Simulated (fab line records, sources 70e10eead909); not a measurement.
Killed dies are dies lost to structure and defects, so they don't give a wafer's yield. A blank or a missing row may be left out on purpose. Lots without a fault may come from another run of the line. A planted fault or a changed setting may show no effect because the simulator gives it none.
Chamber matching | flow nand_harc | NHARC_A_STAIRCASE_DESCUM_11 on rie_diel-11: 4 sister chambers
The step chemistry O2, time 3 s. 18 wafers are shown with their chamber, then 9 later ones without.

WAFERS WITH THEIR CHAMBER
wafer  | chamber | showerhead_plenum_p_Torr (Torr) | drypump_motor_current_A (A) | rf_vpp_V (V)
L074.1 | 2       | 2.07                            | 5.5                         | 57.9
L074.3 | 1       | 1.96                            | 6.4                         | 55.9
L074.5 | 1       | 1.96                            | 6.4                         | 57.7
L075.2 | 3       | 1.81                            | 5.7                         | 57.1
L075.3 | 2       | 2.07                            | 5.5                         | 57.9
L075.6 | 3       | 1.82                            | 5.7                         | 57.2
L078.2 | 0       | 2.01                            | 5.5                         | 58.8
L078.5 | 1       | 1.95                            | 6.4                         | 57.7
L078.6 | 0       | 2.01                            | 5.4                         | 58.2
L082.3 | 0       | 2.01                            | 5.5                         | 57.8
L082.4 | 3       | 1.81                            | 5.7                         | 58.0
L082.6 | 2       | 2.07                            | 5.5                         | 58.7
L081.1 | 2       | 2.07                            | 5.5                         | 59.0
L081.3 | 0       | 2.01                            | 5.5                         | 57.8
L081.6 | 3       | 1.81                            | 5.7                         | 57.1
L092.1 | 3       | 1.80                            | 5.8                         | 56.7
L092.2 | 0       | 2.00                            | 5.4                         | 59.9
L092.4 | 1       | 1.94                            | 6.4                         | 57.1

SIGNATURES (means of the wafers above)
reading                  | chamber 0 | chamber 1 | chamber 2 | chamber 3 | scatter within a chamber
showerhead_plenum_p_Torr | 2.0080    | 1.9525    | 2.0700    | 1.8100    | 0.0063
drypump_motor_current_A  | 5.460     | 6.400     | 5.500     | 5.720     | 0.0378
rf_vpp_V                 | 58.500    | 57.100    | 58.375    | 57.220    | 0.714
Rule: a wafer's distance from a chamber is the root of the sum, over the readings, of the square of ((its reading less the chamber's mean) divided by the reading's scatter). The wafer belongs to the nearest chamber; if the next one is less than 2 further off, it can't be placed. The scatter: the root of (the sum of the squares of (reading less its chamber's mean) over the shown wafers, divided by (wafers less chambers)).

WAFERS WITHOUT THEIR CHAMBER
wafer  | showerhead_plenum_p_Torr (Torr) | drypump_motor_current_A (A) | rf_vpp_V (V)
L094.1 | 2.06                            | 5.5                         | 57.1
L094.3 | 2.00                            | 5.4                         | 57.8
L094.5 | 1.94                            | 6.4                         | 58.1
L096.1 | 1.94                            | 6.4                         | 57.1
L096.4 | 2.05                            | 5.5                         | 57.8
L096.5 | 1.94                            | 6.4                         | 57.2
L097.1 | 1.80                            | 5.8                         | 57.1
L097.2 | 1.94                            | 6.4                         | 58.4
L097.3 | 2.05                            | 5.5                         | 59.0

WHICH CHAMBER EACH WENT THROUGH
wafer  | from the rows above | in truth
L094.1 | 2                   | 2
L094.3 | 0                   | 0
L094.5 | 1                   | 1
L096.1 | 1                   | 1
L096.4 | 2                   | 2
L096.5 | 1                   | 1
L097.1 | 3                   | 3
L097.2 | 1                   | 1
L097.3 | 2                   | 2
Placed correctly: 9 of 9. Can't be placed from these rows: 0. Placed wrongly: 0.
